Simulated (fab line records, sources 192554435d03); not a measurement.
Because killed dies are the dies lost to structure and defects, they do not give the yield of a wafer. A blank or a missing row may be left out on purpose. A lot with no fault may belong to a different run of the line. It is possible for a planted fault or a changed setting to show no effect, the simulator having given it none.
Chamber matching / flow n5Finfet / aldSin-03 running N5_DUMMY_GATE_ALD_02: 4 sister chambers
The step deposits SiO2, target thk 2 nm, pulse time 1 s. 8 wafers are shown with their chamber, then 9 later ones without.

== WAFERS, EACH WITH ITS CHAMBER ==
wafer=L079.6; chamber=3; heaterPowerW (W)=438; precursorPulseHeightRel=1.009
wafer=L081.2; chamber=3; heaterPowerW (W)=450; precursorPulseHeightRel=0.996
wafer=L081.5; chamber=1; heaterPowerW (W)=427; precursorPulseHeightRel=1.027
wafer=L085.4; chamber=0; heaterPowerW (W)=537; precursorPulseHeightRel=0.980
wafer=L085.6; chamber=2; heaterPowerW (W)=380; precursorPulseHeightRel=0.993
wafer=L092.2; chamber=1; heaterPowerW (W)=408; precursorPulseHeightRel=0.974
wafer=L092.4; chamber=2; heaterPowerW (W)=372; precursorPulseHeightRel=0.986
wafer=L092.6; chamber=0; heaterPowerW (W)=524; precursorPulseHeightRel=1.018

== WAFERS MISSING THEIR CHAMBER ==
wafer=L094.3; heaterPowerW (W)=385; precursorPulseHeightRel=0.987
wafer=L094.4; heaterPowerW (W)=518; precursorPulseHeightRel=1.024
wafer=L094.5; heaterPowerW (W)=454; precursorPulseHeightRel=0.995
wafer=L095.2; heaterPowerW (W)=528; precursorPulseHeightRel=0.996
wafer=L095.5; heaterPowerW (W)=379; precursorPulseHeightRel=0.992
wafer=L095.6; heaterPowerW (W)=400; precursorPulseHeightRel=0.971
wafer=L096.1; heaterPowerW (W)=454; precursorPulseHeightRel=0.990
wafer=L096.4; heaterPowerW (W)=401; precursorPulseHeightRel=0.984
wafer=L096.5; heaterPowerW (W)=406; precursorPulseHeightRel=0.995

== EACH ONE'S CHAMBER ==
wafer=L094.3; from the rows above=2; in truth=2
wafer=L094.4; from the rows above=0; in truth=0
wafer=L094.5; from the rows above=3; in truth=3
wafer=L095.2; from the rows above=0; in truth=0
wafer=L095.5; from the rows above=2; in truth=2
wafer=L095.6; from the rows above=can't be placed: 1 or 2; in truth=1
wafer=L096.1; from the rows above=3; in truth=3
wafer=L096.4; from the rows above=can't be placed: 1 or 2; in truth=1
wafer=L096.5; from the rows above=can't be placed: 1 or 2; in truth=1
Placed correctly: 6 of 9. From these rows, 3 cannot be placed; in 3 the true chamber is one of the candidates. 0 placed wrongly.
How it was worked out, from the rows above alone: a wafer's distance from a chamber is the root of the sum, over the readings, of the square of ((its reading less the chamber's mean) divided by the reading's scatter). The wafer belongs to the nearest chamber; if the next one is less than 2 further off, it can't be placed. The mean given for a chamber averages the wafers shown for that chamber. How the scatter is found: for the shown wafers, subtract from each reading the mean of its chamber, square and add these, divide the total by (wafers less chambers), then take the root.
